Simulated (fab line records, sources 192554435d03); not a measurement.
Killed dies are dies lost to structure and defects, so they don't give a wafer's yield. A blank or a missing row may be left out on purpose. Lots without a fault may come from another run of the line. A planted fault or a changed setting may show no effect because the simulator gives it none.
fab line records | flow n5_finfet
record lots=4 wafers=12 last_day=15
route steps=1938 shown SD_EPI_N@276 SD_EPI_P@295 SD_ACTIVATION@332 BEOL_M4@1111 PASSIVATION@1936
lots that met no fault: from a run of the same line without faults
start_h: hours from the record's first day to the start of the lot's first wafer shown | wait_h: hours since the lot's step before | " the same as in the row above | L1.1+2: a row that stands for several wafers | - no value, or no start given | * or withheld: withheld | < > ~ a bound
route shown NAME@n: a module of which the file shows steps, and the number in the route of the first | usual: mean/standard deviation of fault-free wafers | same: alike in all rows | chamber/n: place in a boat | sites: the reading at each site | _std_site: their standard deviation | _edge_site: outer sites' mean less inner sites' | radius_mm: how far each site lies from the wafer's centre | mask NAME#n: copy n | behind: the tool/chamber that last shaped the wafer | hold: why the lot was held/for how many hours/how that ended | device: the transistor (n, p or np) that didn't switch | end of line: the same wafers' tests at the end of the route | a step without rows: its recipe alone | killed: dies lost to structure and defects at the first sort, not the wafer's yield | map: a wafer's dies, x killed, . not, _ none there
set.NAME: the setting as run; set.NAME@STEP: as run at that earlier step | model.NAME: the simulator's own value behind a step, which no gauge read
lots at some steps of the route; a table a step, a row a wafer
services: from which hour (start_h, from the record's first day; less than 0 if before it) a tool's chamber was out of use, for how many hours, and why
## steps
# step N5_SD_EPI_N_STRIP_36
# recipe chemistry=N2/H2 temp_c=40 n2_flow_sccm=200 h2_flow_sccm=200 rf_frequency_hz=6e+07
# step N5_SD_EPI_N_ETCHBACK_44
# recipe chemistry=CH3F/O2 mode=anisotropic_etchback target=SiNx target_depth_a=145 stop_on=SiO2 over_etch_frac=0.3 ion_energy_ev=120 pressure_mtorr=30 source_w=395 bias_w=73 Ar_flow_sccm=150 CH3F_flow_sccm=30 O2_flow_sccm=20
# step N5_SD_EPI_N_ETCH_45
# recipe chemistry=CH3F/O2 target=SiOCN target_depth_a=60 mask_material=SOC ion_energy_ev=60 bias_w=29 pressure_mtorr=15 source_w=410 Ar_flow_sccm=150 CH3F_flow_sccm=30 O2_flow_sccm=20
# step N5_SD_EPI_N_ETCH_16
# recipe chemistry=CHF3/O2 target=SiO2 target_depth_a=50 mask_material=SOC pressure_mtorr=30 source_w=650 bias_w=170 Ar_flow_sccm=200 CHF3_flow_sccm=50 O2_flow_sccm=5 ion_energy_ev=200
# step N5_SD_EPI_N_STRIP_47
# recipe chemistry=CHF3/O2 resist=SiARC rf_frequency_hz=6e+07
# step N5_SD_EPI_N_SD_RECESS_17
# recipe chemistry=HBr/Cl2/O2 target_depth_a=410 mask_material=SOC time_s=23.7 bt_time_s=3 pressure_mtorr=10 icp_w=800 bias_w=112 HBr_flow_sccm=150 Cl2_flow_sccm=80 O2_flow_sccm=12
# step N5_SD_EPI_N_STRIP_38
# recipe chemistry=N2/H2 power_w=1000 temp_c=250 h2_frac=0.65 overash_fraction=0.3 pressure_mtorr=withheld n2_flow_sccm=1750 h2_flow_sccm=3250
# step N5_SD_EPI_N_WET_ETCH_43
# recipe chemistry=dHF dilution=withheld time_s=14 target=SiO2 target_depth_a=15 temp_c=25
# step N5_SD_EPI_N_STRIP_18
# recipe chemistry=SPM time_s=750 temp_c=130 h2so4_h2o2_vol_ratio=4
# step N5_SD_EPI_N_SRD_20
# recipe dry=ipa_marangoni do_ppb=5 time_s=30 temp_c=23 rinse_liquid=diw
# step N5_SD_EPI_N_PRECLEAN_48
# recipe chemistry=NF3:NH3 afs_cycles=2 temp_c=30 time_s=20 sublimation_temp_c=180 sublimation_time_s=60 pressure_torr=3 rf_power_w=30
# step N5_SD_EPI_N_VAPOR_ETCH_50
# recipe chemistry=HCl target=Si temp_c=775 time_s=54 pressure_torr=20 mode=isotropic
# step N5_SD_EPI_N_EPI_21
# recipe material=Si:P dopant=P temp_c=680 pressure_torr=255 time_s=690
# columns lot.wafer tool chamber start_h wait_h
L559.1+2+5 epi_rpcvd-03 0 52.14 0.1
L568.1+3+4 epi_rpcvd-03 0 104.12 0.1
L569.1+2+4 epi_rpcvd-02 0 110.14 0.1
L570.1+4+5 epi_rpcvd-03 0 120.40 0.1
# step N5_SD_EPI_N_PRECLEAN_24
# recipe chemistry=O3/DIW time_s=60 temp_c=22 o3_ppm=10
# step N5_SD_EPI_N_SRD_25
# recipe time_s=30 temp_c=23 rinse_liquid=diw dry=ipa_marangoni
# step N5_SD_EPI_N_PRECLEAN_49
# recipe chemistry=NF3:NH3 afs_cycles=1 temp_c=30 time_s=20 sublimation_temp_c=180 sublimation_time_s=60 pressure_torr=3 rf_power_w=30
# step N5_SD_EPI_N_LINER_46
# recipe material=SiNx target_thk_a=30 temp_c=400 ald_precursor_family=SiH2I2 ald_co_reactant=N2/H2-plasma pressure_torr=2
# step N5_SD_EPI_P_COAT_34
# recipe resist=SOC temp_c=250 time_s=60 spin_rpm=1500 resist_thk_nm=350
# step N5_SD_EPI_P_COAT_35
# recipe resist=SiARC temp_c=220 time_s=60 spin_rpm=1500 resist_thk_nm=35
# step N5_SD_EPI_P_COAT_03
# recipe resist=CAR-ArF-block spin_rpm=1500 resist_thk_nm=150
# step N5_SD_EPI_P_EBR_05
# recipe solvent=PGMEA ebr_width_mm=1.5
# step N5_SD_EPI_P_SOFTBAKE_04
# recipe temp_c=110 time_s=60 resist=CAR-ArF-block
# step N5_SD_EPI_P_EXPOSE_06
# recipe mask_id=SD_P_BLK na=1.35 source_shape=conventional sigma_outer=0.8 polarization=unpolarized target_cd_nm=240 dose_mj=39.5
# step N5_SD_EPI_P_PEB_07
# recipe peb_temp_c=110 peb_time_s=60 resist=CAR-ArF-block
# step N5_SD_EPI_P_DEVELOP_08
# recipe develop_time_s=30 developer=TMAH resist=CAR-ArF-block dev_temp_c=23 rinse_liquid=diw dry=air_spin
# step N5_SD_EPI_P_DESCUM_14
# recipe chemistry=O2 time_s=7.9 source_power_w=50 bias_power_w=20 pressure_mtorr=20 rf_frequency_hz=2.712e+07 temp_c=40 resist=CAR-ArF-block o2_flow_sccm=225
# step N5_SD_EPI_P_ETCH_36
# recipe chemistry=CF4 target=SiARC target_depth_a=455 mask_material=CAR-ArF-block time_s=75.8 ion_energy_ev=80 pressure_mtorr=40 source_w=545 bias_w=36 Ar_flow_sccm=100 cf4_flow_sccm=100 ends=cleared
# step N5_SD_EPI_P_ETCH_37
# recipe chemistry=N2/H2 target=SOC overetch_a=1080 mask_material=SiARC temp_c=40 ion_energy_ev=100 source_w=3000 bias_w=133 pressure_mtorr=20 time_s=486 n2_flow_sccm=200 h2_flow_sccm=200 ends=end_point
# step N5_SD_EPI_P_STRIP_38
# recipe chemistry=N2/H2 temp_c=40 n2_flow_sccm=200 h2_flow_sccm=200 rf_frequency_hz=6e+07
# step N5_SD_EPI_P_ETCHBACK_46
# recipe chemistry=CH3F/O2 mode=anisotropic_etchback target=SiNx target_depth_a=175 stop_on=SiO2 over_etch_frac=0.3 ion_energy_ev=120 pressure_mtorr=30 source_w=395 bias_w=73 Ar_flow_sccm=150 CH3F_flow_sccm=30 O2_flow_sccm=20
# step N5_SD_EPI_P_ETCH_47
# recipe chemistry=CH3F/O2 target=SiOCN target_depth_a=250 mask_material=SOC ion_energy_ev=60 bias_w=29 pressure_mtorr=30 source_w=410 Ar_flow_sccm=150 CH3F_flow_sccm=30 O2_flow_sccm=20
# step N5_SD_EPI_P_ETCH_16
# recipe chemistry=CHF3/O2 target=SiO2 target_depth_a=50 mask_material=SOC pressure_mtorr=30 source_w=650 bias_w=170 Ar_flow_sccm=200 CHF3_flow_sccm=50 O2_flow_sccm=5 ion_energy_ev=200
# step N5_SD_EPI_P_STRIP_50
# recipe chemistry=CHF3/O2 resist=SiARC rf_frequency_hz=6e+07
# step N5_SD_EPI_P_SD_RECESS_17
# recipe chemistry=HBr/Cl2/O2 target_depth_a=391 bt_time_s=3 pressure_mtorr=10 icp_w=800 bias_w=112 HBr_flow_sccm=150 Cl2_flow_sccm=80 O2_flow_sccm=12
# step N5_SD_EPI_P_WET_ETCH_45
# recipe chemistry=dHF dilution=withheld time_s=10.7 target=SiO2 target_depth_a=20 temp_c=25 dry=ipa_marangoni rinse_time_s=30 rinse_temp_c=23
# step N5_SD_EPI_P_STRIP_40
# recipe chemistry=N2/H2 power_w=1000 temp_c=250 h2_frac=0.65 overash_fraction=0.3 pressure_mtorr=withheld n2_flow_sccm=1750 h2_flow_sccm=3250
# step N5_SD_EPI_P_PRECLEAN_52
# recipe chemistry=O3/DIW time_s=60 temp_c=22 o3_ppm=10
# step N5_SD_ACTIVATION_RS_MEAS_03
# recipe thk_meas_gauge=four-point-probe
# usual RS_SD_N=21.93/0.26 RS_SD_P=56.1/0.99
# columns lot.wafer tool chamber start_h wait_h RS_SD_N[ohm/sq] RS_SD_P[ohm/sq]
L559.1 film_metro-01 - 60.15 0.2 22.43 55.3
L559.2 " - " " 22.15 55.6
L559.5 " - " " 22.00 55.0
L568.1 film_metro-01 - 111.10 0.2 23.98 57.3
L568.3 " - " " 23.71 56.2
L568.4 " - " " 23.55 57.4
L569.1 film_metro-02 - 117.22 0.2 21.48 56.3
L569.2 " - " " 21.88 55.8
L569.4 " - " " 21.67 56.0
L570.1 film_metro-01 - 127.62 0.2 23.32 54.6
L570.4 " - " " 23.55 54.5
L570.5 " - " " 23.49 53.9
# step N5_BEOL_M4_RC_MEAS_101
# usual DIBL_N=36.4/1.5 DIBL_P=35.8/1.7 IOFF_N=0.154/0.022 IOFF_P=0.21/0.031 ION_N=672/8.8 ION_P=462/7.2 RC_DENSE_N=19.1/0.33 RC_N=15.54/0.26 REXT_N=75.0/1.4 RS_SD_N=28.5/0.34 SS_N=71.5/0.53 SS_P=73.2/0.62 VT_N=250.4/2.5 VT_P=-250/3.5
# columns lot.wafer tool chamber start_h wait_h DIBL_N[mV/V] DIBL_P[mV/V] IOFF_N[nA/um] IOFF_P[nA/um] ION_N[uA/um] ION_P[uA/um] RC_DENSE_N[ohm.um] RC_N[ohm.um] REXT_N[ohm.um] RS_SD_N[ohm/sq] SS_N[mV/dec] SS_P[mV/dec] VT_N[mV] VT_P[mV]
L559.1 prober-02 0 167.47 0.0 34.0 33.5 0.125 0.18 661 456 19.6 15.88 76.8 29.0 71.0 72.7 255.3 -252
L559.2 " 0 " " 33.8 32.3 0.119 0.16 650 446 19.0 15.36 75.8 28.5 71.3 72.4 256.5 -254
L559.5 " 0 " " 34.2 33.6 0.132 0.18 649 447 19.5 15.78 76.5 28.6 71.4 72.6 254.0 -251
L569.1 prober-01 0 243.75 0.0 36.4 35.4 0.153 0.22 670 463 18.4 15.30 75.9 28.4 70.9 72.9 247.6 -246
L569.2 " 0 " " 35.0 34.5 0.131 0.20 667 460 19.1 15.61 75.5 28.2 70.7 72.4 250.2 -250
L569.4 " 0 " " 36.7 36.5 0.160 0.23 684 470 18.8 15.26 75.1 28.2 71.4 72.9 249.4 -246
L568.1 prober-01 0 246.27 0.0 34.7 35.4 0.116 0.17 651 452 19.9 16.31 79.9 30.5 70.6 73.0 255.5 -254
L568.3 " 0 " " 33.3 34.8 0.101 0.17 647 454 20.0 16.50 81.0 30.6 71.2 71.9 258.0 -255
L568.4 " 0 " " 34.9 36.6 0.125 0.19 661 461 20.1 16.35 80.2 30.6 71.5 73.9 254.4 -253
L570.1 prober-01 0 262.57 0.0 36.9 37.0 0.157 0.23 672 469 20.8 16.87 79.0 30.3 71.3 73.6 250.6 -248
L570.4 " 0 " " 38.1 38.3 0.169 0.25 668 463 20.4 16.71 80.2 30.4 71.7 73.1 250.8 -249
L570.5 " 0 " " 37.9 37.7 0.168 0.25 660 465 20.4 16.62 79.1 30.6 72.7 74.6 251.1 -247
# step N5_PASSIVATION_PROBE_49
# usual defect_limited_yield=91.5/1.4 killed_at_M0_to_M3=32/9.8 killed_at_M4_up=13/5.3 killed_at_contacts=13/6.4 killed_at_front_end=39/10 killed_at_other=3.1/2.5 killed_dies=100/17 killed_open=65/13 killed_short=33/7.7 sort_bin_5_function=5.0/0.93 sort_bin_6_memory=3.2/0.69 sort_bin_8_speed=0.00/0.007 sort_n_pass=1080/17 sort_yield_pct=91.5/1.4
# same gross_dies=1180 killed_at_back_side=0 sort_bin_4_leakage[%]=0
# columns lot.wafer tool chamber start_h wait_h defect_limited_yield[%] killed_at_M0_to_M3 killed_at_M4_up killed_at_contacts killed_at_front_end killed_at_other killed_dies killed_open killed_short sort_bin_5_function[%] sort_bin_6_memory[%] sort_bin_8_speed[%] sort_n_pass sort_yield_pct[%]
L559.1 prober-02 - 271.73 0.0 92.4 38 16 12 23 1 90 63 25 5.0 2.2 0 1090 92.4
L559.2 prober-02 - 271.78 0.1 89.7 31 13 13 62 2 121 84 35 5.3 4.7 0.08 1058 89.7
L559.5 prober-02 - 271.93 0.2 91.3 23 20 20 40 0 103 73 27 4.9 3.5 0 1077 91.3
L569.1 prober-01 - 355.27 0.8 87.7 57 24 3 56 5 145 85 56 8.1 3.9 0 1035 87.7
L569.2 prober-01 - 355.32 0.9 90.0 31 25 21 39 2 118 83 30 6.4 3.4 0 1062 90.0
L569.4 prober-01 - 355.42 1.0 90.1 29 25 22 37 4 117 87 30 5.9 3.9 0 1063 90.1
L568.1 prober-01 - 356.42 0.0 94.4 21 13 5 26 1 66 45 19 3.5 2.0 0 1114 94.4
L568.3 prober-01 - 356.52 0.1 90.1 34 24 17 39 3 117 79 38 5.8 4.1 0 1063 90.1
L568.4 prober-01 - 356.57 0.2 91.2 41 17 13 29 4 104 69 34 5.4 3.1 0 1076 91.2
L570.1 prober-02 - 371.24 0.0 93.0 28 15 16 21 3 83 62 20 3.3 3.7 0 1097 93.0
L570.4 prober-02 - 371.39 0.2 93.6 32 3 11 28 2 76 53 21 3.7 2.5 0 1104 93.6
L570.5 prober-02 - 371.44 0.2 89.9 46 8 26 33 6 119 80 39 6.0 3.8 0 1061 89.9
# killed by level:class
L559.1 BEOL_M0_SAQP:geometric_particle:short=12 MOL_CONTACT_COAG:geometric_particle:open=11 BEOL_M0_SAQP:geometric_particle:open=10 BEOL_M4:geometric_particle:open=10 STI_FIN_REVEAL:geometric_particle:open=8 FIN_SAQP:geometric_particle:open=5 BEOL_M3:geometric_particle:open=5 BEOL_M2:geometric_particle:open=5
L559.2 STI_FIN_REVEAL:geometric_particle:open=30 MOL_CONTACT_COAG:geometric_particle:open=12 BEOL_M0_SAQP:geometric_particle:short=11 FIN_SAQP:geometric_particle:open=10 BEOL_M0_SAQP:geometric_particle:open=8 FIN_SAQP:geometric_particle:short=7 BEOL_M1:geometric_particle:open=6 BEOL_M4:geometric_particle:open=6
L559.5 MOL_CONTACT_COAG:geometric_particle:open=15 STI_FIN_REVEAL:geometric_particle:open=12 FIN_SAQP:geometric_particle:open=8 BEOL_M0_SAQP:geometric_particle:short=6 BEOL_M6:geometric_particle:open=5 MOL_CONTACT_COAG:geometric_particle:short=5 BEOL_M0_SAQP:geometric_particle:open=5 BEOL_M4:geometric_particle:open=5
L569.1 BEOL_M0_SAQP:geometric_particle:short=18 FIN_SAQP:geometric_particle:open=16 BEOL_M0_SAQP:geometric_particle:open=14 BEOL_M3:geometric_particle:open=13 FIN_SAQP:geometric_particle:short=11 BEOL_M4:geometric_particle:open=9 STI_FIN_REVEAL:geometric_particle:open=8 BEOL_M2:geometric_particle:open=8
L569.2 MOL_CONTACT_COAG:geometric_particle:open=17 BEOL_M2:geometric_particle:open=13 BEOL_M4:geometric_particle:open=8 FIN_SAQP:geometric_particle:open=7 BEOL_M3:geometric_particle:open=6 BEOL_M6:geometric_particle:open=6 FIN_SAQP:geometric_particle:short=5 BEOL_M1:geometric_particle:open=5
L569.4 MOL_CONTACT_COAG:geometric_particle:open=18 BEOL_M2:geometric_particle:open=10 FIN_SAQP:geometric_particle:open=9 STI_FIN_REVEAL:geometric_particle:open=7 BEOL_M3:geometric_particle:open=7 BEOL_M5:geometric_particle:open=7 BEOL_M0_SAQP:geometric_particle:short=6 BEOL_M4:geometric_particle:open=6
L568.1 STI_FIN_REVEAL:geometric_particle:open=7 BEOL_M3:geometric_particle:open=7 BEOL_M1:geometric_particle:open=4 MOL_CONTACT_COAG:geometric_particle:open=4 BEOL_M2:geometric_particle:open=4 BEOL_M6:geometric_particle:open=3 STARTING-WAFER:geometric_particle:short=3 STARTING-WAFER:geometric_particle:open=3
L568.3 BEOL_M0_SAQP:geometric_particle:open=15 MOL_CONTACT_COAG:geometric_particle:open=13 STI_FIN_REVEAL:geometric_particle:open=10 BEOL_M4:geometric_particle:open=9 BEOL_M0_SAQP:geometric_particle:short=8 FIN_SAQP:geometric_particle:short=5 GATE_CUT:geometric_particle:short=5 BEOL_M2:geometric_particle:open=5
L568.4 BEOL_M0_SAQP:geometric_particle:open=16 MOL_CONTACT_COAG:geometric_particle:open=8 BEOL_M0_SAQP:geometric_particle:short=8 BEOL_M2:geometric_particle:open=8 FIN_SAQP:geometric_particle:open=5 MOL_CONTACT_COAG:geometric_particle:short=5 BEOL_M4:geometric_particle:open=5 BEOL_M6:geometric_particle:open=5
L570.1 MOL_CONTACT_COAG:geometric_particle:open=13 BEOL_M2:geometric_particle:open=8 BEOL_M5:geometric_particle:open=8 BEOL_M0_SAQP:geometric_particle:open=7 BEOL_M0_SAQP:geometric_particle:short=7 BEOL_M6:geometric_particle:open=5 DUMMY_GATE:geometric_particle:open=4 GATE_CUT:geometric_particle:short=3
L570.4 BEOL_M0_SAQP:geometric_particle:open=12 MOL_CONTACT_COAG:geometric_particle:open=10 BEOL_M0_SAQP:geometric_particle:short=9 FIN_SAQP:geometric_particle:open=5 GATE_CUT:geometric_particle:short=5 BEOL_M1:geometric_particle:open=5 BEOL_M2:geometric_particle:open=4 STI_FIN_REVEAL:geometric_particle:open=3
L570.5 MOL_CONTACT_COAG:geometric_particle:open=21 BEOL_M1:geometric_particle:open=12 BEOL_M3:geometric_particle:open=8 BEOL_M0_SAQP:geometric_particle:short=8 FIN_SAQP:geometric_particle:short=7 DUMMY_GATE:geometric_particle:open=5 MOL_CONTACT_COAG:geometric_particle:short=5 BEOL_M2:geometric_particle:open=5
## services
# columns tool chamber start_h hours kind
epi_rpcvd-02 - 80.53 0.5 repair
## key
first_sign step=N5_SD_ACTIVATION_RS_MEAS_03 reading=RS_SD_N direction=up sigmas=6.4 usual=21.93 struck=23.60
effect step=N5_BEOL_M4_RC_MEAS_101 reading=RS_SD_N direction=up sigmas=5.9 usual=28.5 struck=30.5
effect step=N5_BEOL_M4_RC_MEAS_101 reading=RC_N direction=up sigmas=3.9 usual=15.54 struck=16.56
effect step=N5_BEOL_M4_RC_MEAS_101 reading=RC_DENSE_N direction=up sigmas=3.6 usual=19.1 struck=20.2
effect step=N5_BEOL_M4_RC_MEAS_101 reading=REXT_N direction=up sigmas=3.5 usual=75.0 struck=79.9
met_at N5_SD_EPI_N_EPI_21
struck_wafers L568.1,L568.3,L568.4,L570.1,L570.4,L570.5
onset_between 52.14 104.12
fault kind=process_parameter_drift tool=epi_rpcvd-03 chamber=- onset_h=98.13 steps=N5_SD_EPI_N_EPI_21 channel=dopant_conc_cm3 offset=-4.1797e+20 shape=step end_h=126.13 acts_in=these_recipes_only stated=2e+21
